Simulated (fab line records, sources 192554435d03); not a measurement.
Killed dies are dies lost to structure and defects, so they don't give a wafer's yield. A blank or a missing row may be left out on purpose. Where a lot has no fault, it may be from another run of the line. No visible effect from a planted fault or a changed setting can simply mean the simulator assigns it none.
fab line records | flow n5Finfet
record lots=9 | wafers=27 | lastDay=20
route steps=1938 shown BEOL_M0_SAQP@669 BEOL_M0@715 BEOL_M4@1111 PASSIVATION@1936
lots with no fault: from the same line, run without faults
startH: the number of hours between the record's first day and the start of the first shown wafer of the lot | waitH: hours from the lot's prior step to this one | " repeats the value in the row above | L1.1+2: one row covering several wafers at once | - value missing, or start not given | * or withheld: withheld | < > ~ a bound
route shown NAME@n: names a module that has steps shown in the file, with the first one's number in the route | usual: the fault-free wafers' mean and standard deviation | same: alike in all rows | chamber/n: place in a boat | sites: the reading at each site | _std_site: how widely they spread, as a standard deviation | _edge_site: inner sites' mean taken away from outer sites' mean | radiusMm: for every site, how far away it sits from the centre of the wafer | mask NAME#n: copy n | behind: the most recent tool/chamber to have shaped the wafer | hold: why the lot went on hold/how many hours it stayed there/how the hold came to an end | device: the n, p or np transistor that did not switch | end of line: the tests these same wafers got at the end of their route | for a step that has no rows: nothing shown but its recipe | killed: not the wafer's yield, but the dies lost to structure and defects at the first sort | map: shows each die of a wafer: x if killed, . if not, _ if none is there
set.NAME: the setting as run; set.NAME@STEP: as run at that earlier step | model.NAME: the simulator's own value behind a step, which no gauge read
a sample of lots followed through the steps of the route, with each step as a table and each wafer as a row
services: when a tool's chamber went out of use (startH, in hours from the record's first day, below 0 if earlier), for how many hours, and the reason
## steps
# step N5_BEOL_M0_SAQP_MANDREL_ETCH_103
# recipe chemistry=HBr/Cl2 | target=a-Si | targetDepthA=450 | btTimeS=10 | stopOn=SiCN | maskMaterial=SiO2 | overEtchFrac=0.8 | timeS=27 | pressureMtorr=10 | icpW=800 | biasW=75 | HBr_flow_sccm=150 | Cl2_flow_sccm=80 | ends=endPoint
# usual drypumpMotorCurrentA=5.7/0.41 | oesProductAu=0.679/0.015 | throttleValvePct=35.27/0.27
# same btTimeS=10 | overEtchFrac=0.8
lot.wafer | tool     | chamber | startH | waitH | drypumpMotorCurrentA | oesProductAu | rfHoursCounterH | throttleValvePct
L651.2    | rieSi-04 | 1       | 115.85 | 0.0   | 6.0                  | 0.689        | 3               | 35.26
L651.4    | "        | 2       | "      | "     | 5.4                  | 0.674        | 166             | 34.89
L651.6    | "        | 1       | "      | "     | 6.0                  | 0.690        | -               | 35.23
L656.1    | rieSi-01 | 3       | 148.73 | 0.0   | 6.1                  | 0.655        | 122             | 35.07
L656.3    | "        | 0       | "      | "     | 5.8                  | 0.667        | 33              | 35.33
L656.6    | "        | 0       | "      | "     | 5.8                  | 0.663        | -               | 35.32
L657.3    | rieSi-01 | 3       | 152.38 | 0.0   | 6.1                  | 0.656        | 122             | 35.10
L657.4    | "        | 1       | "      | "     | 5.4                  | 0.688        | 114             | 35.29
L657.5    | "        | 0       | "      | "     | 5.8                  | 0.668        | -               | 35.32
L659.1    | rieSi-01 | 1       | 166.46 | 0.0   | 5.4                  | 0.672        | 114             | 35.31
L659.5    | "        | 0       | "      | "     | 5.8                  | 0.659        | -               | 35.37
L659.6    | "        | 3       | "      | "     | 6.1                  | 0.666        | -               | 35.10
L665.1    | rieSi-04 | 0       | 199.18 | 0.0   | 6.1                  | 0.703        | 158             | 35.59
L665.3    | "        | 2       | "      | "     | 5.4                  | 0.674        | 167             | 34.88
L665.4    | "        | 1       | "      | "     | 6.0                  | 0.684        | 5               | 35.23
L666.2    | rieSi-06 | 1       | 205.08 | 0.0   | 6.0                  | 0.656        | 155             | 35.62
L666.3    | "        | 3       | "      | "     | 5.0                  | 0.673        | 183             | 35.69
L666.4    | "        | 0       | "      | "     | 5.6                  | 0.686        | 3               | 35.57
L670.1    | rieSi-01 | 0       | 225.00 | 0.0   | 5.8                  | 0.676        | 35              | 35.32
L670.5    | "        | 0       | "      | "     | 5.8                  | 0.678        | -               | 35.30
L670.6    | "        | 1       | "      | "     | 5.4                  | 0.677        | -               | 35.28
L672.1    | rieSi-01 | 2       | 246.62 | 0.0   | 5.7                  | 0.679        | 58              | 35.03
L672.3    | "        | 3       | "      | "     | 6.1                  | 0.673        | 124             | 35.06
L672.5    | "        | 2       | "      | "     | 5.7                  | 0.677        | -               | 35.01
L673.1    | rieSi-04 | 2       | 250.30 | 0.0   | 5.4                  | 0.661        | 168             | 34.89
L673.2    | "        | 0       | "      | "     | 6.1                  | 0.697        | 159             | 35.62
L673.3    | "        | 3       | "      | "     | 6.4                  | 0.695        | 178             | 34.77
# step N5_BEOL_M0_SAQP_RECESS_109
# recipe chemistry=HF/NH3 | target=SiO2 | targetDepthA=30 | afsCycles=1 | tempC=30 | sublimationTempC=180 | sublimationTimeS=60
# usual drypumpMotorCurrentA=5.6/0.56 | forelinePTorr=0.1280/0.00037
# same afsCycles=1
lot.wafer | tool         | chamber | startH | waitH | drypumpMotorCurrentA | forelinePTorr
L651.2    | vaporEtch-02 | 0       | 116.70 | 0.0   | 5.0                  | 0.1284
L651.4    | "            | 0       | "      | "     | 5.0                  | 0.1282
L651.6    | "            | 0       | "      | "     | 5.0                  | 0.1278
L656.1    | vaporEtch-01 | 0       | 149.66 | 0.0   | 5.8                  | 0.1284
L656.3    | "            | 1       | "      | "     | 5.4                  | 0.1283
L656.6    | "            | 0       | "      | "     | 5.8                  | 0.1273
L657.3    | vaporEtch-02 | 0       | 153.34 | 0.1   | 5.0                  | 0.1283
L657.4    | "            | 1       | "      | "     | 6.4                  | 0.1279
L657.5    | "            | 1       | "      | "     | 6.4                  | 0.1279
L659.1    | vaporEtch-01 | 0       | 167.65 | 0.2   | 5.8                  | 0.1284
L659.5    | "            | 1       | "      | "     | 5.4                  | 0.1276
L659.6    | "            | 0       | "      | "     | 5.8                  | 0.1272
L665.1    | vaporEtch-02 | 0       | 199.98 | 0.0   | 4.9                  | 0.1279
L665.3    | "            | 1       | "      | "     | 6.5                  | 0.1286
L665.4    | "            | 0       | "      | "     | 4.9                  | 0.1280
L666.2    | vaporEtch-02 | 1       | 205.81 | 0.0   | 6.4                  | 0.1277
L666.3    | "            | 1       | "      | "     | 6.4                  | 0.1284
L666.4    | "            | 0       | "      | "     | 4.9                  | 0.1280
L670.1    | vaporEtch-01 | 0       | 225.70 | 0.0   | 5.8                  | 0.1285
L670.5    | "            | 1       | "      | "     | 5.4                  | 0.1281
L670.6    | "            | 0       | "      | "     | 5.8                  | 0.1290
L672.1    | vaporEtch-02 | 0       | 247.38 | 0.0   | 4.9                  | 0.1277
L672.3    | "            | 1       | "      | "     | 6.5                  | 0.1284
L672.5    | "            | 1       | "      | "     | 6.5                  | 0.1282
L673.1    | vaporEtch-01 | 1       | 251.83 | 0.0   | 5.3                  | 0.1273
L673.2    | "            | 0       | "      | "     | 5.8                  | 0.1279
L673.3    | "            | 1       | "      | "     | 5.4                  | 0.1278
# step N5_BEOL_M0_ETCH_138
# recipe chemistry=CH3F/O2 | targetDepthA=120 | target=SiCN | timeS=31.6 | ionEnergyEv=120 | pressureMtorr=30 | sourceW=395 | biasW=75 | Ar_flow_sccm=150 | CH3F_flow_sccm=30 | O2_flow_sccm=20 | ends=cleared
# usual drypumpMotorCurrentA=5.7/0.39 | etchRfOnTimeS=29.2/0.87 | mfcArSccm=150.0/0.49 | oesProductAu=0.66/0.071 | rfVppV=297.4/1.9 | showerheadPlenumPTorr=2.01/0.079 | throttleValvePct=16.28/0.2
lot.wafer | tool       | chamber | startH | waitH | drypumpMotorCurrentA | etchRfOnTimeS | mfcArSccm | oesProductAu | rfHoursCounterH | rfVppV | showerheadPlenumPTorr | throttleValvePct
L651.2    | rieDiel-02 | 3       | 120.06 | 0.0   | 5.7                  | 29.1          | 149.7     | 0.59         | 214             | 298.4  | 2.08                  | 16.26
L651.4    | "          | 1       | "      | "     | 5.7                  | 29.6          | 149.8     | 0.69         | 112             | 296.7  | 1.94                  | 16.19
L651.6    | "          | 0       | "      | "     | 5.3                  | 29.1          | 149.9     | 0.64         | -               | 298.2  | 2.01                  | 16.22
L656.1    | rieDiel-02 | 2       | 153.07 | 0.0   | 5.9                  | 32.1          | 149.7     | 0.60         | 214             | 295.1  | 1.90                  | 16.61
L656.3    | "          | 3       | "      | "     | 5.6                  | 29.4          | 149.9     | 0.59         | 224             | 298.3  | 2.07                  | 16.27
L656.6    | "          | 3       | "      | "     | 5.6                  | 30.4          | 149.2     | 0.60         | -               | 298.3  | 2.07                  | 16.27
L657.3    | rieDiel-02 | 1       | 156.31 | 0.0   | 5.7                  | 27.8          | 149.1     | 0.67         | 126             | 296.8  | 1.94                  | 16.23
L657.4    | "          | 2       | "      | "     | 5.9                  | 32.6          | 149.6     | 0.60         | 215             | 295.9  | 1.90                  | 16.62
L657.5    | "          | 2       | "      | "     | 6.0                  | 30.0          | 150.5     | 0.59         | -               | 294.5  | 1.90                  | 16.64
L659.1    | rieDiel-02 | 2       | 170.71 | 0.0   | 5.9                  | 32.8          | 150.4     | 0.60         | 220             | 292.6  | 1.89                  | 16.64
L659.5    | "          | 2       | "      | "     | 5.9                  | 30.0          | 149.9     | 0.59         | -               | 294.5  | 1.89                  | 16.64
L659.6    | "          | 1       | "      | "     | 5.6                  | 29.5          | 149.5     | 0.68         | -               | 295.7  | 1.94                  | 16.22
L665.1    | rieDiel-04 | 2       | 203.66 | 0.0   | 5.7                  | 28.4          | 149.1     | 0.70         | 74              | 296.9  | 1.96                  | 16.17
L665.3    | "          | 0       | "      | "     | 5.7                  | 29.6          | 149.1     | 0.78         | 27              | 298.8  | 2.11                  | 15.98
L665.4    | "          | 3       | "      | "     | 5.8                  | 29.7          | 149.7     | 0.63         | -               | 298.2  | 2.01                  | 16.27
L666.2    | rieDiel-01 | 0       | 208.99 | 0.0   | 4.9                  | 28.9          | 150.0     | 0.62         | 207             | 297.8  | 1.99                  | 16.48
L666.3    | "          | 3       | "      | "     | 4.9                  | 27.8          | 149.9     | 0.72         | 68              | 299.4  | 2.10                  | 16.03
L666.4    | "          | 0       | "      | "     | 4.9                  | 29.9          | 150.4     | 0.60         | -               | 298.3  | 1.99                  | 16.46
L670.1    | rieDiel-02 | 1       | 229.33 | 0.0   | 5.6                  | 29.6          | 150.3     | 0.65         | 152             | 296.1  | 1.93                  | 16.28
L670.5    | "          | 0       | "      | "     | 5.3                  | 30.1          | 150.1     | 0.62         | -               | 296.9  | 1.99                  | 16.30
L670.6    | "          | 2       | "      | "     | 5.9                  | 31.4          | 149.0     | 0.57         | -               | 295.9  | 1.89                  | 16.68
L672.1    | rieDiel-01 | 0       | 251.46 | 0.0   | 4.9                  | 29.7          | 150.4     | 0.60         | 217             | 296.3  | 1.99                  | 16.48
L672.3    | "          | 3       | "      | "     | 4.9                  | 30.8          | 148.9     | 0.69         | 78              | 300.3  | 2.10                  | 16.05
L672.5    | "          | 1       | "      | "     | 5.3                  | 28.9          | 150.5     | 0.79         | -               | 295.8  | 1.95                  | 16.05
L673.1    | rieDiel-04 | 2       | 255.59 | 0.0   | 5.8                  | 28.6          | 149.7     | 0.69         | 101             | 296.0  | 1.95                  | 16.24
L673.2    | "          | 1       | "      | "     | 6.4                  | 29.8          | 149.5     | 0.60         | 237             | 299.2  | 2.04                  | 16.54
L673.3    | "          | 3       | "      | "     | 5.8                  | 29.4          | 150.1     | 0.62         | 194             | 296.1  | 2.00                  | 16.32
# step N5_BEOL_M0_DEGAS_112
# recipe ambient=vacuum | tempC=250 | timeS=60
# usual heaterPowerW=344/33
lot.wafer | tool          | chamber | startH | waitH | heaterPowerW
L651.2    | pvdSputter-01 | -       | 124.03 | 0.4   | 376
L651.4    | "             | -       | "      | "     | 358
L651.6    | "             | -       | "      | "     | 380
L656.1    | pvdSputter-03 | -       | 155.88 | 0.5   | 376
L656.3    | "             | -       | "      | "     | 315
L656.6    | "             | -       | "      | "     | 326
L657.3    | pvdSputter-01 | -       | 159.90 | 0.5   | 354
L657.4    | "             | -       | "      | "     | 376
L657.5    | "             | -       | "      | "     | 348
L659.1    | pvdSputter-01 | -       | 175.36 | 1.4   | 350
L659.5    | "             | -       | "      | "     | 382
L659.6    | "             | -       | "      | "     | 371
L665.1    | pvdSputter-03 | -       | 206.02 | 0.4   | 307
L665.3    | "             | -       | "      | "     | 319
L665.4    | "             | -       | "      | "     | 323
L666.2    | pvdSputter-02 | -       | 213.63 | 2.4   | 393
L666.3    | "             | -       | "      | "     | 271
L666.4    | "             | -       | "      | "     | 327
L670.1    | pvdSputter-02 | -       | 233.06 | 0.4   | 320
L670.5    | "             | -       | "      | "     | 317
L670.6    | "             | -       | "      | "     | 390
L672.1    | pvdSputter-01 | -       | 255.66 | 0.2   | 345
L672.3    | "             | -       | "      | "     | 368
L672.5    | "             | -       | "      | "     | 382
L673.1    | pvdSputter-01 | -       | 260.95 | 1.5   | 374
L673.2    | "             | -       | "      | "     | 351
L673.3    | "             | -       | "      | "     | 350
# step N5_BEOL_M0_SURFACE_TREAT_137
# recipe gas=Ar | timeS=* | ionEnergyEv=* | ionCurrentMaCm2=0.5 | pressureMtorr=* | arFlowSccm=30
# usual throttleValvePct=*
lot.wafer | tool          | chamber | startH | waitH | throttleValvePct
L651.2    | pvdSputter-01 | -       | 124.43 | 0.2   | *
L651.4    | "             | -       | "      | "     | *
L651.6    | "             | -       | "      | "     | *
L656.1    | pvdSputter-02 | -       | 156.42 | 0.3   | *
L656.3    | "             | -       | "      | "     | *
L656.6    | "             | -       | "      | "     | *
L657.3    | pvdSputter-01 | -       | 162.14 | 1.8   | *
L657.4    | "             | -       | "      | "     | *
L657.5    | "             | -       | "      | "     | *
L659.1    | pvdSputter-01 | -       | 175.88 | 0.3   | *
L659.5    | "             | -       | "      | "     | *
L659.6    | "             | -       | "      | "     | *
L665.1    | pvdSputter-02 | -       | 206.53 | 0.3   | *
L665.3    | "             | -       | "      | "     | *
L665.4    | "             | -       | "      | "     | *
L666.2    | pvdSputter-01 | -       | 214.43 | 0.4   | *
L666.3    | "             | -       | "      | "     | *
L666.4    | "             | -       | "      | "     | *
L670.1    | pvdSputter-02 | -       | 233.46 | 0.2   | *
L670.5    | "             | -       | "      | "     | *
L670.6    | "             | -       | "      | "     | *
L672.1    | pvdSputter-02 | -       | 256.04 | 0.2   | *
L672.3    | "             | -       | "      | "     | *
L672.5    | "             | -       | "      | "     | *
L673.1    | pvdSputter-03 | -       | 261.30 | 0.1   | *
L673.2    | "             | -       | "      | "     | *
L673.3    | "             | -       | "      | "     | *
# step N5_BEOL_M4_RC_MEAS_101
# usual DIBL_N=36.7/1.8 | DIBL_P=37.0/2.4 | IOFF_N=0.17/0.036 | IOFF_P=0.22/0.042 | ION_N=673/12 | ION_P=462/8.5 | SS_N=71.7/0.62 | SS_P=73.4/0.65 | VT_N=250/3.7 | VT_P=-250/3.7
lot.wafer | tool      | chamber | startH | waitH | DIBL_N[mV/V] | DIBL_P[mV/V] | IOFF_N[nA/um] | IOFF_P[nA/um] | ION_N[uA/um] | ION_P[uA/um] | SS_N[mV/dec] | SS_P[mV/dec] | VT_N[mV] | VT_P[mV]
L651.2    | prober-02 | 0       | 188.56 | 0.2   | 38.5         | 39.0         | 0.19          | 0.25          | 671          | 461          | 71.5         | 73.3         | 250      | -250
L651.4    | "         | 0       | "      | "     | 38.2         | 39.0         | 0.21          | 0.24          | 675          | 460          | 71.9         | 74.6         | 245      | -250
L651.6    | "         | 0       | "      | "     | 37.8         | 37.4         | 0.19          | 0.22          | 667          | 457          | 72.0         | 73.4         | 250      | -249
L657.3    | prober-02 | 0       | 224.45 | 0.3   | 36.2         | 37.7         | 0.16          | 0.22          | 675          | 471          | 71.6         | 73.5         | 249      | -246
L657.4    | "         | 0       | "      | "     | 33.3         | 33.2         | 0.12          | 0.17          | 663          | 460          | 71.1         | 72.6         | 254      | -251
L657.5    | "         | 0       | "      | "     | 37.4         | 38.6         | 0.18          | 0.25          | 677          | 468          | 72.3         | 73.3         | 248      | -248
L656.1    | prober-01 | 0       | 233.22 | 0.0   | 35.5         | 35.9         | 0.15          | 0.21          | 669          | 461          | 71.5         | 72.5         | 248      | -252
L656.3    | "         | 0       | "      | "     | 36.9         | 37.3         | 0.17          | 0.22          | 669          | 460          | 72.1         | 73.8         | 250      | -252
L656.6    | "         | 0       | "      | "     | 39.9         | 40.9         | 0.24          | 0.27          | 687          | 463          | 73.2         | 74.7         | 244      | -250
L659.1    | prober-01 | 0       | 237.71 | 0.0   | 35.9         | 35.9         | 0.17          | 0.25          | 683          | 479          | 71.0         | 72.7         | 246      | -243
L659.5    | "         | 0       | "      | "     | 35.4         | 35.4         | 0.15          | 0.24          | 667          | 470          | 72.1         | 72.2         | 250      | -244
L659.6    | "         | 0       | "      | "     | 37.8         | 37.7         | 0.20          | 0.29          | 672          | 474          | 71.9         | 73.1         | 245      | -243
L665.1    | prober-02 | 0       | 269.87 | 0.0   | 38.3         | 41.0         | 0.20          | 0.29          | 686          | 484          | 72.5         | 74.2         | 246      | -244
L665.3    | "         | 0       | "      | "     | 36.7         | 38.9         | 0.19          | 0.27          | 693          | 477          | 71.0         | 73.6         | 246      | -244
L665.4    | "         | 0       | "      | "     | 38.1         | 40.2         | 0.22          | 0.29          | 693          | 479          | 71.9         | 73.2         | 241      | -246
L666.2    | prober-02 | 0       | 272.55 | 0.2   | 34.4         | 35.6         | 0.13          | 0.18          | 669          | 461          | 69.5         | 72.7         | 251      | -253
L666.3    | "         | 0       | "      | "     | 36.2         | 37.1         | 0.15          | 0.22          | 677          | 474          | 71.6         | 73.1         | 249      | -247
L666.4    | "         | 0       | "      | "     | 34.7         | 35.4         | 0.13          | 0.18          | 654          | 457          | 71.0         | 73.0         | 251      | -251
L670.1    | prober-01 | 0       | 300.55 | 0.0   | 35.7         | 34.9         | 0.15          | 0.19          | 678          | 461          | 71.4         | 73.1         | 251      | -249
L670.5    | "         | 0       | "      | "     | 36.7         | 36.2         | 0.17          | 0.22          | 686          | 464          | 71.0         | 73.8         | 250      | -249
L670.6    | "         | 0       | "      | "     | 32.1         | 30.0         | 0.10          | 0.14          | 662          | 456          | 70.7         | 72.4         | 256      | -255
L672.1    | prober-02 | 0       | 330.73 | 0.0   | 37.6         | 38.4         | 0.18          | 0.24          | 684          | 467          | 72.0         | 72.7         | 248      | -250
L672.3    | "         | 0       | "      | "     | 36.9         | 37.5         | 0.16          | 0.22          | 671          | 460          | 71.8         | 73.1         | 249      | -254
L672.5    | "         | 0       | "      | "     | 36.6         | 37.7         | 0.16          | 0.23          | 676          | 469          | 71.8         | 73.9         | 249      | -251
L673.1    | prober-01 | 0       | 355.73 | 0.0   | 36.6         | 36.4         | 0.15          | 0.19          | 669          | 454          | 71.8         | 72.8         | 251      | -252
L673.2    | "         | 0       | "      | "     | 36.8         | 35.9         | 0.16          | 0.20          | 682          | 464          | 71.9         | 73.6         | 248      | -253
L673.3    | "         | 0       | "      | "     | 35.9         | 35.0         | 0.14          | 0.18          | 670          | 455          | 71.6         | 73.4         | 251      | -254
# step N5_PASSIVATION_PROBE_49
# usual defectLimitedYield=91.1/1.4 | killed_at_M0_to_M3=32/9.3 | killed_at_M4_up=13/5.8 | killedAtContacts=12/6.3 | killedAtFrontEnd=44/12 | killedAtOther=3.6/2.7 | killedDies=104/17 | killedOpen=69/13 | killedShort=34/6.9 | sort_bin_5_function=5.2/0.98 | sort_bin_6_memory=3.3/0.59 | sortNPass=1075/17 | sortYieldPct=91.1/1.4
# same grossDies=1180 | killedAtBackSide=0 | sort_bin_4_leakage[%]=0 | sort_bin_8_speed[%]=0
lot.wafer | tool      | chamber | startH | waitH | defectLimitedYield[%] | killed_at_M0_to_M3 | killed_at_M4_up | killedAtContacts | killedAtFrontEnd | killedAtOther | killedDies | killedOpen | killedShort | sort_bin_5_function[%] | sort_bin_6_memory[%] | sortNPass | sortYieldPct[%]
L656.1    | prober-01 | -       | 336.53 | 0.0   | 89.1                  | 35                 | 12              | 9                | 71               | 2             | 129        | 88         | 40          | 6.8                    | 3.6                  | 1051      | 89.1
L656.3    | prober-01 | -       | 336.63 | 0.1   | 89.7                  | 40                 | 18              | 9                | 51               | 4             | 122        | 83         | 33          | 6.1                    | 3.6                  | 1058      | 89.7
L656.6    | prober-01 | -       | 336.78 | 0.3   | 91.0                  | 28                 | 18              | 8                | 49               | 3             | 106        | 70         | 35          | 4.4                    | 4.0                  | 1074      | 91.0
L659.5    | prober-02 | -       | 340.52 | 0.2   | 91.9                  | 38                 | 5               | 21               | 30               | 2             | 96         | 54         | 42          | 4.9                    | 2.9                  | 1084      | 91.9
# killed by level:class
L656.1 FIN_SAQP:geometricParticle:open=18 STI_FIN_REVEAL:geometricParticle:open=16 FIN_SAQP:geometricParticle:short=13 BEOL_M1:geometricParticle:open=9 BEOL_M4:geometricParticle:open=9 MOL_CONTACT_COAG:geometricParticle:open=8 BEOL_M2:geometricParticle:short=7 BEOL_M2:geometricParticle:open=5
L656.3 STI_FIN_REVEAL:geometricParticle:open=23 BEOL_M0_SAQP:geometricParticle:short=11 BEOL_M4:geometricParticle:open=10 FIN_SAQP:geometricParticle:open=8 MOL_CONTACT_COAG:geometricParticle:open=8 BEOL_M1:geometricParticle:open=8 BEOL_M0_SAQP:geometricParticle:open=7 BEOL_M2:geometricParticle:open=5
L656.6 STI_FIN_REVEAL:geometricParticle:open=13 DUMMY_GATE:geometricParticle:open=11 BEOL_M2:geometricParticle:open=7 BEOL_M5:geometricParticle:open=7 GATE_CUT:geometricParticle:short=7 BEOL_M1:geometricParticle:open=6 MOL_CONTACT_COAG:geometricParticle:short=5 BEOL_M0_SAQP:geometricParticle:short=5
L659.5 MOL_CONTACT_COAG:geometricParticle:open=16 BEOL_M0_SAQP:geometricParticle:open=13 BEOL_M0_SAQP:geometricParticle:short=11 FIN_SAQP:geometricParticle:short=10 MOL_CONTACT_COAG:geometricParticle:short=5 GATE_CUT:geometricParticle:short=4 BEOL_M1:geometricParticle:open=4 STI_FIN_REVEAL:geometricParticle:open=3
## services
tool          | chamber | startH | hours | kind
pvdSputter-01 | -       | 103.02 | 8.4   | repair
rieSi-01      | 1       | 107.74 | 7.3   | repair
rieDiel-04    | 1       | 107.92 | 4.6   | repair
rieDiel-04    | 0       | 112.71 | -     | clean
rieDiel-04    | 0       | 112.71 | -     | consumableReplace:focusRing
rieDiel-04    | 0       | 112.71 | -     | consumableReplace:showerhead
pvdSputter-01 | -       | 119.50 | 1.5   | repair
rieSi-04      | 2       | 121.91 | 6.5   | repair
rieSi-01      | 2       | 139.71 | 5.5   | repair
rieDiel-04    | 2       | 158.20 | 4.0   | repair
rieSi-01      | -       | 160.32 | 2.8   | pm
rieDiel-04    | 1       | 175.91 | 66.9  | repair
rieSi-01      | -       | 196.42 | 0.2   | repair
vaporEtch-01  | -       | 203.44 | 0.5   | repair
rieDiel-01    | -       | 218.42 | 14.6  | pm
rieDiel-02    | 3       | 223.86 | -     | clean
rieDiel-02    | 3       | 223.86 | -     | consumableReplace:focusRing
rieDiel-02    | 3       | 223.86 | 20.6  | scheduledDown
rieDiel-02    | 3       | 223.86 | 20.6  | ventCycle
rieDiel-02    | 2       | 244.49 | -     | clean
rieDiel-02    | 2       | 244.49 | -     | consumableReplace:focusRing
rieDiel-02    | 2       | 244.49 | -     | consumableReplace:showerhead
rieDiel-02    | 2       | 244.49 | 30.8  | scheduledDown
rieDiel-02    | 2       | 244.49 | 30.8  | ventCycle
## key
firstSign step=N5_BEOL_M0_ETCH_138 | reading=etchRfOnTimeS | direction=up | sigmas=3.8 | usual=* | struck=*
effect none on later readings
metAt N5_BEOL_M0_SAQP_MANDREL_ETCH_103
struckLots L656,L657,L659
struckWafers L656.1,L657.4,L659.1
notActingAt N5_BEOL_M0_SAQP_RECESS_109,N5_BEOL_M0_DEGAS_112,N5_BEOL_M0_SURFACE_TREAT_137
fault kind=processParameterDrift | tool=rieSi-01 | chamber=- | onsetH=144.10 | steps=N5_BEOL_M0_SAQP_MANDREL_ETCH_103 | channel=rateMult | offset=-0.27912 | shape=step | endH=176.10 | scope=struckWafersOnly
